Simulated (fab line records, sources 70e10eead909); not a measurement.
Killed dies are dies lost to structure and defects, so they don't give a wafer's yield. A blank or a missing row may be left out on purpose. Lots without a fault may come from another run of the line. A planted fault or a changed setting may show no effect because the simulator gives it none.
Chamber matching | flow nand_harc | NHARC_A_STAIRCASE_DESCUM_186 on rie_diel-05: 4 sister chambers
The step chemistry O2, time 3 s. 4 wafers are shown with their chamber, then 7 later ones without.

WAFERS WITH THEIR CHAMBER
wafer  | chamber | showerhead_plenum_p_Torr (Torr)
L084.4 | 1       | 2.02
L087.6 | 3       | 1.87
L091.2 | 0       | 1.98
L091.4 | 2       | 1.97

WAFERS WITHOUT THEIR CHAMBER
wafer  | showerhead_plenum_p_Torr (Torr)
L091.5 | 1.97
L093.1 | 1.96
L093.2 | 1.97
L093.4 | 2.01
L096.2 | 1.86
L096.4 | 2.00
L096.6 | 1.96

WHICH CHAMBER EACH WENT THROUGH
wafer  | from the rows above          | in truth
L091.5 | can't be placed: 2 or 0      | 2
L093.1 | can't be placed: 2 or 0      | 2
L093.2 | can't be placed: 2 or 0      | 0
L093.4 | can't be placed: 1 or 0      | 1
L096.2 | 3                            | 3
L096.4 | can't be placed: 0 or 1 or 2 | 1
L096.6 | can't be placed: 2 or 0      | 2
Placed correctly: 1 of 7. Can't be placed from these rows: 6 (the true chamber is among the candidates in 6). Placed wrongly: 0.
How it was worked out, from the rows above alone: a wafer's distance from a chamber is the root of the sum, over the readings, of the square of ((its reading less the chamber's mean) divided by the reading's scatter). The wafer belongs to the nearest chamber; if the next one is less than 2 further off, it can't be placed. A chamber's mean is the mean of its shown wafers. The scatter: with one shown wafer a chamber, the root of the mean of the squares of how far each hidden wafer lies from its nearest shown one.
